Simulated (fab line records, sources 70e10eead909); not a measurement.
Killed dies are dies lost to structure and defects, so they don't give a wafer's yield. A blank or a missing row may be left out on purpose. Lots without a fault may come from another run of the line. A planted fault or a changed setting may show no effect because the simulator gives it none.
Problem report in the 8D (eight disciplines) form, filled by code | flow nand_harc | the parts of the form that need people (team, actions taken, sign-off) are left out

1. THE PROBLEM
run_length_s at NHARC_A_STAIRCASE_TRIM_226 reads a mean of 208.4 s on 4 wafers of 2 lots; wafers without a fault read 232.3 s with a standard deviation of 0.45. That is -53 standard deviations from the usual mean.
The step: chemistry O2, time 211.2 s.
First seen on wafer L595.3, day 24 00:39, on rie_diel-01. The record holds 33 wafers of 11 lots with a number at this step. Rule for "out", or "out of limits": more than 4 standard deviations from the usual mean. The other wafers with a number count as sound.

2. WHAT IT IS AND WHAT IT IS NOT
question                    | is                             | is not
which readings at this step | run_length_s                   | drypump_motor_current_A, oes_product_au, rf_vpp_V, showerhead_plenum_p_Torr, throttle_valve_pct
which lots                  | L595, L596                     | L577, L580, L585, L586, L587, L594, L597, L599, L600
which wafers of those lots  | L595.3, L595.6, L596.2, L596.3 | L595.5, L596.1
read on which tools         | rie_diel-01                    | rie_diel-04, rie_diel-07
when                        | from day 24 00:39              | up to then (19 sound wafers); but 10 sound wafers of L596, L597, L599, L600 came after

3. SUSPECTS, AND WHAT RULES EACH OUT
Counting: a tool at a process step up to the reading stays a suspect if it ran every lot that is out. Sound lots after the first of them don't rule it out here, since some wafers of a struck lot are sound.
- plasma_asher-01 at NHARC_A_STAIRCASE_STRIP_205 (strips in O2): kept. It ran every lot that is out, first L595 (day 23 22:24); its last sound lot up to then is L587 (day 20 14:21).
- rie_diel-01 at NHARC_A_STAIRCASE_TRIM_226 (chemistry O2, time 211.2 s): kept. It ran every lot that is out, first L595 (day 24 00:39); its last sound lot up to then is L587 (day 20 16:38). Its own readings are out on those wafers: run_length_s.
Left after counting: plasma_asher-01 at NHARC_A_STAIRCASE_STRIP_205, rie_diel-01 at NHARC_A_STAIRCASE_TRIM_226.

4. THE CAUSE (what the simulator had put in)
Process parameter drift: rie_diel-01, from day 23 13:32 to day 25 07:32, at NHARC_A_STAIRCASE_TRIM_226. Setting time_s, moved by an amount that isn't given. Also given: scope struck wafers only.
Counting left 2 suspects, and this tool is among them.

5. THE CHAIN OF EFFECTS, in route order
Each row: a reading whose mean over the struck wafers that have a number lies more than 3 standard deviations from the usual. Only readings for which the record gives a usual standard deviation are gone through. hours: the time from each lot's start at the first step in this table that gives one to its start at this step, as a median over the lots. sigmas: the change in usual standard deviations.
hours | step                       | reading      | usual   | on struck wafers | change | sigmas
0     | NHARC_A_STAIRCASE_TRIM_226 | run_length_s | 232.3 s | 208.4            | -23.9  | -53
The process steps in it:
- NHARC_A_STAIRCASE_TRIM_226: chemistry O2, time 211.2 s.

6. WHAT WOULD HAVE CAUGHT IT SOONER
In this record the first reading out of limits was taken at day 24 00:39, 11 hours after the fault began at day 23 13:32.
